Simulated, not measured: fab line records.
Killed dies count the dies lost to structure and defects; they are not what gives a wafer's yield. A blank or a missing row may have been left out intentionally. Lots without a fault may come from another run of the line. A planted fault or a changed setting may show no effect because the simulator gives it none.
Split-lot study -- flow n5Finfet -- on a route of 1938 steps: 7 lots, 39 wafers read

## THE SPLIT ITSELF
At N5_FIN_CUT_ETCH_21 (etches SOC in N2/H2, target depth 219 nm, overetch 43.8 nm, time 523.5 s), the setting timeS was moved away from the recipe's 523.5 s on 12 of the 39 wafers read, by -44.2% to +32.4%. The other wafers ran this setting at the recipe's value.

## FROM THE SPLIT TO THE READING: what the file shows between them, 6 steps
- N5_FIN_CUT_STRIP_23: strips in N2/H2
- N5_FIN_CUT_STRIP_31: strips in N2/H2
- N5_FIN_CUT_STRIP_24: strips in CF4
- N5_FIN_CUT_CUT_ETCH_26: etches SiNx in CH3F/O2, target depth 39 nm, time 55.7 s
- N5_FIN_CUT_CUT_ETCH_27: etches SiO2 in CHF3/O2, target depth 4 nm, overetch 2 nm, time 4.9 s
- N5_FIN_CUT_PRECLEAN_35: cleans in vHF, time 13.3 s

## THE READING
FIN_CUT.cdOffsetNm (the simulator's own value, which no gauge read), in nm, at N5_FIN_CUT_CUT_ETCH_15 (etches Si in HBr/Cl2/O2, target depth 100 nm, bt time 10 s, time 42.4 s). The file does not state a usual value for it. Here, 27 wafers ran the recipe; their average is -0.1 nm with a standard deviation of 0.47 nm.

wafer,"tool, chamber at the split","timeS as run, s",against the recipe,"FIN_CUT.cdOffsetNm, nm",against lot-mates on the recipe
L076.1,"rieDiel-04, 2",523.5,recipe,0.8,-
L076.2,"rieDiel-04, 1",523.5,recipe,0.8,-
L076.3,"rieDiel-04, 3",292,-44.2%,-2.4,-3.1
L076.5,"rieDiel-04, 0",292,-44.2%,-2.4,-3.1
L076.6,"rieDiel-04, 3",292,-44.2%,-2.4,-3.1
L076.4,"rieDiel-04, 0",523.5,recipe,0.4,-
L078.1,"rieDiel-03, 0",523.5,recipe,-0.2,-
L078.2,"rieDiel-03, 3",523.5,recipe,-0.2,-
L078.3,"rieDiel-03, 2",523.5,recipe,-0.2,-
L078.4,"rieDiel-03, 1",523.5,recipe,-0.6,-
L078.6,"rieDiel-03, 1",523.5,recipe,-0.6,-
L078.5,"rieDiel-03, 0",523.5,recipe,-0.4,-
L079.1,"rieDiel-04, 2",523.5,recipe,0,-
L079.2,"rieDiel-04, 1",523.5,recipe,0,-
L079.5,"rieDiel-04, 0",523.5,recipe,-0.4,-
L088.1,"rieDiel-06, 3",437.6,-16.4%,-0.6,-0.9
L088.5,"rieDiel-06, 1",437.6,-16.4%,-0.6,-0.9
L088.2,"rieDiel-06, 2",523.5,recipe,0.6,-
L088.3,"rieDiel-06, 0",437.6,-16.4%,-0.2,-0.5
L088.4,"rieDiel-06, 1",523.5,recipe,0,-
L088.6,"rieDiel-06, 0",523.5,recipe,0.4,-
L092.1,"rieDiel-06, 3",523.5,recipe,-0.4,-
L092.2,"rieDiel-06, 0",693.1,+32.4%,1.4,+1.8
L092.3,"rieDiel-06, 2",693.1,+32.4%,1.6,+2.0
L092.4,"rieDiel-06, 2",693.1,+32.4%,1.2,+1.6
L092.5,"rieDiel-06, 0",523.5,recipe,-0.6,-
L092.6,"rieDiel-06, 3",523.5,recipe,-0.2,-
L093.1,"rieDiel-04, 3",384.6,-26.5%,-1.8,-2.0
L093.2,"rieDiel-04, 2",523.5,recipe,0.2,-
L093.3,"rieDiel-04, 0",523.5,recipe,0.2,-
L093.6,"rieDiel-04, 0",523.5,recipe,0.2,-
L093.4,"rieDiel-04, 3",384.6,-26.5%,-1.4,-1.6
L093.5,"rieDiel-04, 2",384.6,-26.5%,-1.2,-1.4
L096.1,"rieDiel-03, 1",523.5,recipe,-0.8,-
L096.5,"rieDiel-03, 3",523.5,recipe,-0.8,-
L096.2,"rieDiel-03, 0",523.5,recipe,-1,-
L096.3,"rieDiel-03, 2",523.5,recipe,0,-
L096.6,"rieDiel-03, 2",523.5,recipe,0,-
L096.4,"rieDiel-03, 3",523.5,recipe,-0.4,-

FIT RESULTS
A straight line over all 39 wafers: FIN_CUT.cdOffsetNm changes by +0.0484 nm for each +1% of timeS; r = +0.89; the points scatter about the line by 0.43 nm.
The same after taking each lot's own level away (the mean of its wafers on the recipe; 39 wafers): +0.0629 nm for each +1%; r = +0.97; scatter 0.26 nm.
The reading moves by 2.8 nm for the largest change in timeS, on that fit.
The span of the lots' own levels, -0.50 to 0.67 nm, comes to 2.5 times the standard deviation stated above.
In other words, the slope is changed by the lot-to-lot level; the two fits disagree.
Check: -2.75 nm against its lot-mates is what the line predicts for one of the wafers moved furthest among these (-44.2%) when that wafer is left out of the fit. It came out at -3.07 nm against them.

## THE OTHER SPLITS THESE WAFERS WENT THROUGH
These wafers also went through other splits before the reading. Each is held against what the fit with the lots' levels taken away leaves over:
other split on the same wafers,wafers away from the commonest value,r with FIN_CUT.cdOffsetNm (lot level and that fit taken away)
N5_ZERO_LAYER_ETCH_18 targetDepthA,12,-0.03

## THE WHOLE CHAIN: every reading that the file lists as answering this split, in the file's order
step,what it does,reading,change (the file's fit),r (the file's)
N5_FIN_CUT_ETCH_21,"etches SOC in N2/H2, target depth 219 nm, overetch 43.8 nm, time 523.5 s","etch.depthNm (the simulator's own value, which no gauge read)","not straight: 145.9 at the lowest setting, 230 at the recipe, 229.4 at the highest",not given
N5_FIN_CUT_ETCH_21,"etches SOC in N2/H2, target depth 219 nm, overetch 43.8 nm, time 523.5 s","SiARC_of_FIN_CUT_COAT_19.thkNm (the simulator's own value, which no gauge read)",-0.0809 nm for each +1% of the setting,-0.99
N5_FIN_CUT_ETCH_21,"etches SOC in N2/H2, target depth 219 nm, overetch 43.8 nm, time 523.5 s","FIN_CUT.cdOffsetNm (the simulator's own value, which no gauge read)",+0.0618 nm for each +1% of the setting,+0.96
N5_FIN_CUT_CUT_ETCH_26,"etches SiNx in CH3F/O2, target depth 39 nm, time 55.7 s","FIN_CUT.cdOffsetNm (the simulator's own value, which no gauge read)",+0.0615 nm for each +1% of the setting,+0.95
N5_FIN_CUT_CUT_ETCH_15,"etches Si in HBr/Cl2/O2, target depth 100 nm, bt time 10 s, time 42.4 s","FIN_CUT.cdOffsetNm (the simulator's own value, which no gauge read)",+0.0632 nm for each +1% of the setting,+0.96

## THE FILE'S OWN FIT
FIN_CUT.cdOffsetNm changes by +0.0632 nm for each +1% of timeS, r = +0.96.
